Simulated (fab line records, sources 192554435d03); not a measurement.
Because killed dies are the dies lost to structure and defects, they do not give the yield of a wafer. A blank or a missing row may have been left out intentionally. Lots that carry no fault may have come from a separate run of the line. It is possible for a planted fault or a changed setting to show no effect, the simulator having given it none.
Chamber matching	flow n5Finfet	N5_BEOL_M0_DEP_125 on pecvd-04 has 3 sister chambers
The step deposits SiCN from 3MS/NH3, target thk 8 nm, time 14 s. 3 wafers are shown with their chamber, then 7 later ones without.

== WAFERS, EACH WITH ITS CHAMBER ==
wafer	chamber	throttleValvePct (%)
L084.6	0	9.0
L092.1	1	11.1
L092.3	2	8.8

== WAFERS WITH NO CHAMBER GIVEN ==
wafer	throttleValvePct (%)
L092.5	11.0
L096.2	11.3
L096.3	9.0
L096.4	9.1
L097.1	10.9
L097.4	11.1
L097.6	9.5

== THE CHAMBER EACH PASSED THROUGH ==
wafer	from the rows above	in truth
L092.5	1	1
L096.2	1	1
L096.3	can't be placed: 0 or 2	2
L096.4	can't be placed: 0 or 2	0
L097.1	1	1
L097.4	1	1
L097.6	can't be placed: 0 or 2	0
Correctly placed: 4 of 7. These rows do not allow placing 3 (true chamber among the candidates in 3). Number placed wrongly: 0.
How it was worked out, from the rows above alone: a wafer's distance from a chamber is the root of the sum, over the readings, of the square of ((its reading less the chamber's mean) divided by the reading's scatter). If the next closest chamber is less than 2 further off than the closest, the wafer can't be placed; otherwise it belongs to the closest. The mean given for a chamber averages the wafers shown for that chamber. The scatter: root of mean squared gap, hidden wafer to nearest shown wafer, with one shown wafer a chamber.
